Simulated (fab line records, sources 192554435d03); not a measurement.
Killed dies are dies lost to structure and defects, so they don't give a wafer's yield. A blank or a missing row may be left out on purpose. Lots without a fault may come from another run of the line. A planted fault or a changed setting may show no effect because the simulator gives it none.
fab line records | flow n5_finfet
record lots=7 wafers=21 last_day=18
route steps=1938 shown BEOL_M2@907 BEOL_M4@1111 PASSIVATION@1936
lots that met no fault: from a run of the same line without faults
start_h: hours from the record's first day to the start of the lot's first wafer shown | wait_h: hours since the lot's step before | " the same as in the row above | L1.1+2: a row that stands for several wafers | - no value, or no start given | * or withheld: withheld | < > ~ a bound
route shown NAME@n: a module of which the file shows steps, and the number in the route of the first | usual: mean/standard deviation of fault-free wafers | same: alike in all rows | chamber/n: place in a boat | sites: the reading at each site | _std_site: their standard deviation | _edge_site: outer sites' mean less inner sites' | radius_mm: how far each site lies from the wafer's centre | mask NAME#n: copy n | behind: the tool/chamber that last shaped the wafer | hold: why the lot was held/for how many hours/how that ended | device: the transistor (n, p or np) that didn't switch | end of line: the same wafers' tests at the end of the route | a step without rows: its recipe alone | killed: dies lost to structure and defects at the first sort, not the wafer's yield | map: a wafer's dies, x killed, . not, _ none there
set.NAME: the setting as run; set.NAME@STEP: as run at that earlier step | model.NAME: the simulator's own value behind a step, which no gauge read
lots at some steps of the route; a table a step, a row a wafer
services: from which hour (start_h, from the record's first day; less than 0 if before it) a tool's chamber was out of use, for how many hours, and why
## steps
# step N5_BEOL_M2_ANNEAL_80
# recipe temp_c=400 time_s=240 ambient=vacuum
# step N5_BEOL_M2_SPUTTER_81
# recipe material=Cu target_thk_a=45 temp_c=-20 chamber_pressure_pa=0.07 power_w=withheld time_s=8.29
# step N5_BEOL_M2_ANNEAL_82
# recipe temp_c=400 time_s=240 ambient=vacuum
# usual heater_power_w=816/86 susceptor_temp_C=400.01/0.21
# columns lot.wafer tool chamber start_h wait_h heater_power_w susceptor_temp_C
L871.1 pvd_sputter-01 - 152.74 0.0 852 399.78
L871.2 " - " " 1003 400.01
L871.4 " - " " 864 399.86
L872.1 pvd_sputter-02 - 166.38 0.0 715 399.87
L872.3 " - " " 723 399.71
L872.6 " - " " 738 400.16
L875.2 pvd_sputter-01 - 198.00 0.0 864 400.12
L875.3 " - " " 971 400.02
L875.6 " - " " 1004 399.93
L876.1 pvd_sputter-03 - 198.46 0.0 685 400.17
L876.3 " - " " 826 399.72
L876.4 " - " " 885 399.96
L878.2 pvd_sputter-02 - 201.23 0.0 743 400.07
L878.3 " - " " 917 400.03
L878.4 " - " " 800 400.43
L886.2 pvd_sputter-03 - 255.22 0.0 836 399.78
L886.4 " - " " 894 399.89
L886.5 " - " " 909 400.06
L889.1 pvd_sputter-02 - 286.34 0.0 784 399.98
L889.2 " - " " 712 400.07
L889.6 " - " " 771 399.81
# step N5_BEOL_M2_SPUTTER_86
# recipe material=Cu target_thk_a=45 temp_c=-20 chamber_pressure_pa=0.07 power_w=withheld time_s=8.29
# usual susceptor_temp_C=-20.00/0.11 throttle_valve_pct=29.8/1
# columns lot.wafer tool chamber start_h wait_h susceptor_temp_C throttle_valve_pct
L871.1 pvd_sputter-01 - 152.88 0.1 -20.03 28.9
L871.2 " - " " -19.97 30.4
L871.4 " - " " -19.97 30.0
L872.1 pvd_sputter-02 - 166.52 0.1 -20.04 29.7
L872.3 " - " " -20.07 30.8
L872.6 " - " " -19.97 30.6
L875.2 pvd_sputter-01 - 198.14 0.1 -19.88 28.9
L875.3 " - " " -19.93 30.3
L875.6 " - " " -19.91 30.4
L876.1 pvd_sputter-03 - 198.60 0.1 -19.81 30.7
L876.3 " - " " -20.04 28.7
L876.4 " - " " -20.02 29.7
L878.2 pvd_sputter-02 - 201.37 0.1 -20.01 30.6
L878.3 " - " " -20.10 29.9
L878.4 " - " " -20.15 27.4
L886.2 pvd_sputter-03 - 255.36 0.1 -20.09 28.9
L886.4 " - " " -20.03 31.4
L886.5 " - " " -19.92 31.5
L889.1 pvd_sputter-02 - 286.48 0.1 -19.89 27.6
L889.2 " - " " -20.07 29.6
L889.6 " - " " -19.85 27.9
# step N5_BEOL_M2_ANNEAL_87
# recipe temp_c=400 time_s=240 ambient=vacuum
# step N5_BEOL_M2_SPUTTER_88
# recipe material=Cu target_thk_a=45 temp_c=-20 chamber_pressure_pa=0.07 power_w=withheld time_s=8.29
# step N5_BEOL_M2_ANNEAL_89
# recipe temp_c=400 time_s=240 ambient=vacuum
# usual heater_power_w=815/85 susceptor_temp_C=400.01/0.21
# columns lot.wafer tool chamber start_h wait_h heater_power_w susceptor_temp_C
L871.1 pvd_sputter-01 - 153.18 0.0 854 400.23
L871.2 " - " " 983 399.74
L871.4 " - " " 869 400.03
L872.1 pvd_sputter-02 - 166.82 0.0 714 399.44
L872.3 " - " " 734 399.64
L872.6 " - " " 719 399.95
L875.2 pvd_sputter-01 - 198.44 0.0 861 399.70
L875.3 " - " " 1000 400.07
L875.6 " - " " 999 400.29
L876.1 pvd_sputter-03 - 198.90 0.0 670 399.96
L876.3 " - " " 829 399.84
L876.4 " - " " 853 400.22
L878.2 pvd_sputter-02 - 201.67 0.0 737 399.80
L878.3 " - " " 913 400.02
L878.4 " - " " 773 400.44
L886.2 pvd_sputter-03 - 255.66 0.0 827 400.06
L886.4 " - " " 890 400.05
L886.5 " - " " 874 400.01
L889.1 pvd_sputter-02 - 286.78 0.0 791 400.07
L889.2 " - " " 745 400.08
L889.6 " - " " 780 400.00
# step N5_BEOL_M2_SPUTTER_90
# recipe material=Cu target_thk_a=45 temp_c=-20 chamber_pressure_pa=0.07 power_w=withheld time_s=8.29
# step N5_BEOL_M2_ANNEAL_91
# recipe temp_c=400 time_s=240 ambient=vacuum
# usual heater_power_w=814/85 susceptor_temp_C=400.03/0.22
# columns lot.wafer tool chamber start_h wait_h heater_power_w susceptor_temp_C
L871.1 pvd_sputter-01 - 153.40 0.0 845 400.29
L871.2 " - " " 1010 400.17
L871.4 " - " " 826 400.29
L872.1 pvd_sputter-02 - 167.04 0.0 736 399.71
L872.3 " - " " 713 399.73
L872.6 " - " " 731 400.12
L875.2 pvd_sputter-01 - 198.66 0.0 883 400.29
L875.3 " - " " 994 399.85
L875.6 " - " " 965 399.81
L876.1 pvd_sputter-03 - 199.12 0.0 665 399.84
L876.3 " - " " 818 400.35
L876.4 " - " " 843 400.43
L878.2 pvd_sputter-02 - 201.89 0.0 736 400.29
L878.3 " - " " 926 400.37
L878.4 " - " " 795 400.28
L886.2 pvd_sputter-03 - 255.88 0.0 842 399.67
L886.4 " - " " 889 399.86
L886.5 " - " " 889 400.13
L889.1 pvd_sputter-02 - 287.00 0.0 774 400.60
L889.2 " - " " 712 400.21
L889.6 " - " " 761 400.64
# step N5_BEOL_M2_SPUTTER_92
# recipe material=Cu target_thk_a=45 temp_c=-20 chamber_pressure_pa=0.07 power_w=withheld time_s=8.29
# step N5_BEOL_M2_ANNEAL_93
# recipe temp_c=400 time_s=240 ambient=vacuum
# usual heater_power_w=816/86 susceptor_temp_C=400.00/0.21
# columns lot.wafer tool chamber start_h wait_h heater_power_w susceptor_temp_C
L871.1 pvd_sputter-01 - 153.62 0.0 840 399.86
L871.2 " - " " 978 399.73
L871.4 " - " " 860 400.20
L872.1 pvd_sputter-02 - 167.26 0.0 740 399.77
L872.3 " - " " 733 400.03
L872.6 " - " " 736 400.13
L875.2 pvd_sputter-01 - 198.88 0.0 852 400.17
L875.3 " - " " 1002 400.32
L875.6 " - " " 995 400.05
L876.1 pvd_sputter-03 - 199.34 0.0 684 400.25
L876.3 " - " " 808 399.82
L876.4 " - " " 872 400.47
L878.2 pvd_sputter-02 - 202.11 0.0 744 399.80
L878.3 " - " " 911 399.93
L878.4 " - " " 781 400.09
L886.2 pvd_sputter-03 - 256.10 0.0 853 399.83
L886.4 " - " " 885 400.09
L886.5 " - " " 896 400.27
L889.1 pvd_sputter-02 - 287.22 0.0 782 400.24
L889.2 " - " " 716 400.29
L889.6 " - " " 795 400.14
# step N5_BEOL_M2_SPUTTER_94
# recipe material=Cu target_thk_a=45 temp_c=-20 chamber_pressure_pa=0.07 power_w=withheld time_s=8.29
# step N5_BEOL_M2_ANNEAL_95
# recipe temp_c=400 time_s=240 ambient=vacuum
# usual heater_power_w=815/85 susceptor_temp_C=400.00/0.21
# columns lot.wafer tool chamber start_h wait_h heater_power_w susceptor_temp_C
L871.1 pvd_sputter-01 - 153.84 0.0 864 399.85
L871.2 " - " " 996 400.31
L871.4 " - " " 847 399.82
L872.1 pvd_sputter-02 - 167.48 0.0 733 399.67
L872.3 " - " " 753 399.82
L872.6 " - " " 718 400.06
L875.2 pvd_sputter-01 - 199.10 0.0 - -
L875.3 " - " " - -
L875.6 " - " " - -
L876.1 pvd_sputter-03 - 199.56 0.0 - -
L876.3 " - " " - -
L876.4 " - " " - -
L878.2 pvd_sputter-02 - 202.33 0.0 - -
L878.3 " - " " - -
L878.4 " - " " - -
L886.2 pvd_sputter-03 - 256.32 0.0 843 400.16
L886.4 " - " " 893 400.22
L886.5 " - " " 890 399.78
L889.1 pvd_sputter-02 - 287.44 0.0 769 400.24
L889.2 " - " " 753 400.23
L889.6 " - " " 791 400.13
# step N5_BEOL_M2_SPUTTER_96
# recipe material=Cu target_thk_a=45 temp_c=-20 chamber_pressure_pa=0.07 power_w=withheld time_s=8.29
# step N5_BEOL_M4_RC_MEAS_101
# usual DIBL_N=36.4/1.3 DIBL_P=36.5/1.7 IOFF_N=0.154/0.022 IOFF_P=0.202/0.025 ION_N=671/9.8 ION_P=460/6.8 SS_N=71.6/0.54 SS_P=73.4/0.58 VT_N=250.9/2.8 VT_P=-251.4/2.7
# columns lot.wafer tool chamber start_h wait_h DIBL_N[mV/V] DIBL_P[mV/V] IOFF_N[nA/um] IOFF_P[nA/um] ION_N[uA/um] ION_P[uA/um] SS_N[mV/dec] SS_P[mV/dec] VT_N[mV] VT_P[mV]
L871.1 prober-02 0 177.79 0.0 37.4 36.4 0.146 0.175 659 448 71.6 73.0 250.6 -255.2
L871.2 " 0 " " 38.3 38.3 0.163 0.193 662 447 71.6 73.2 253.5 -253.6
L871.4 " 0 " " 37.6 37.2 0.156 0.190 678 459 70.8 73.3 251.2 -256.1
L872.1 prober-02 0 194.30 0.0 35.8 36.5 0.143 0.203 672 466 71.7 73.2 252.8 -251.1
L872.3 " 0 " " 38.1 39.0 0.183 0.240 677 465 72.5 73.4 246.3 -250.3
L872.6 " 0 " " 36.5 37.6 0.154 0.214 682 471 71.0 72.7 251.1 -248.0
L875.2 prober-02 0 222.82 0.2 34.9 35.3 0.129 0.191 664 464 71.1 73.2 256.8 -250.7
L875.3 " 0 " " 38.1 39.3 0.194 0.264 684 474 72.1 73.9 247.2 -247.0
L875.6 " 0 " " 35.3 35.7 0.141 0.204 670 465 71.6 74.0 254.5 -253.1
L876.1 prober-01 0 224.24 0.0 37.1 38.2 0.170 0.210 677 459 72.1 73.5 248.3 -252.3
L876.3 " 0 " " 37.0 38.3 0.168 0.211 666 455 72.5 73.1 251.1 -252.3
L876.4 " 0 " " 35.2 36.1 0.137 0.183 666 459 71.1 72.8 250.0 -251.6
L878.2 prober-02 0 228.47 0.2 35.5 35.4 0.131 0.175 662 455 70.8 72.9 251.4 -254.1
L878.3 " 0 " " 36.2 36.6 0.145 0.188 664 455 72.4 72.8 251.6 -253.5
L878.4 " 0 " " 37.1 37.8 0.162 0.208 674 457 71.9 73.6 248.3 -252.8
L886.2 prober-01 0 282.76 0.2 35.4 35.1 0.130 0.238 659 465 71.1 73.4 252.3 -246.2
L886.4 " 0 " " 36.8 36.0 0.153 0.235 660 459 71.4 73.9 254.5 -247.9
L886.5 " 0 " " 35.5 34.1 0.123 0.204 652 460 70.8 73.4 254.2 -250.5
L889.1 prober-01 0 310.67 0.0 33.7 33.9 0.121 0.185 672 463 70.7 72.6 252.3 -248.9
L889.2 " 0 " " 34.9 35.8 0.146 0.217 684 471 71.2 73.6 250.0 -247.5
L889.6 " 0 " " 34.2 34.5 0.128 0.194 663 464 70.9 72.4 251.7 -248.6
# step N5_PASSIVATION_PROBE_49
# usual defect_limited_yield=91.1/1.3 killed_at_M0_to_M3=34/10 killed_at_M4_up=14/5.7 killed_at_contacts=12/5.9 killed_at_front_end=41/12 killed_at_other=4/3.1 killed_dies=105/15 killed_open=69/11 killed_short=35/7.8 sort_bin_5_function=5.3/0.81 sort_bin_6_memory=3.3/0.75 sort_n_pass=1075/15 sort_yield_pct=91.1/1.3
# same gross_dies=1180 killed_at_back_side=0 sort_bin_4_leakage[%]=0 sort_bin_8_speed[%]=0
# columns lot.wafer tool chamber start_h wait_h defect_limited_yield[%] killed_at_M0_to_M3 killed_at_M4_up killed_at_contacts killed_at_front_end killed_at_other killed_dies killed_open killed_short sort_bin_5_function[%] sort_bin_6_memory[%] sort_n_pass sort_yield_pct[%]
L876.1 prober-01 - 324.50 0.0 91.4 34 16 9 40 2 101 61 35 5.1 3.3 1079 91.4
L876.3 prober-01 - 324.60 0.1 91.9 27 16 18 29 6 96 69 18 4.8 2.8 1084 91.9
L876.4 prober-01 - 324.65 0.2 93.6 27 11 0 34 3 75 44 24 3.9 2.0 1105 93.6
# killed by level:class
L876.1 BEOL_M0_SAQP:geometric_particle:open=15 STI_FIN_REVEAL:geometric_particle:open=10 BEOL_M0_SAQP:geometric_particle:short=10 MOL_CONTACT_COAG:geometric_particle:open=7 FIN_SAQP:geometric_particle:open=6 FIN_SAQP:geometric_particle:short=6 BEOL_M4:geometric_particle:open=5 GATE_CUT:geometric_particle:short=4
L876.3 MOL_CONTACT_COAG:geometric_particle:open=15 STI_FIN_REVEAL:geometric_particle:open=7 BEOL_M3:geometric_particle:open=6 STARTING-WAFER:geometric_particle:open=5 BEOL_M0_SAQP:geometric_particle:short=4 BEOL_M2:geometric_particle:open=4 HKMG_FIN:area_etch=4 MOL_CONTACT_COAG:geometric_particle:short=3
L876.4 BEOL_M0_SAQP:geometric_particle:open=9 STI_FIN_REVEAL:geometric_particle:open=7 BEOL_M0_SAQP:geometric_particle:short=7 FIN_SAQP:geometric_particle:open=5 FIN_SAQP:geometric_particle:short=5 DUMMY_GATE:geometric_particle:open=5 BEOL_M2:geometric_particle:open=3 BEOL_M5:geometric_particle:open=3
## services
# columns tool chamber start_h hours kind
pvd_sputter-02 - 222.72 1.7 repair
## key
first_sign step=N5_BEOL_M2_ANNEAL_95 reading=tool_record direction=missing
effect none on later readings
met_at N5_BEOL_M2_ANNEAL_95
struck_wafers L875.2,L875.3,L875.6,L876.1,L876.3,L876.4,L878.2,L878.3,L878.4
onset_between 167.48 199.10
fault kind=skipped_step_whole tool=pvd_sputter-01,pvd_sputter-02,pvd_sputter-03 chamber=- onset_h=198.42 steps=N5_BEOL_M2_ANNEAL_95 scope=struck_lots_only
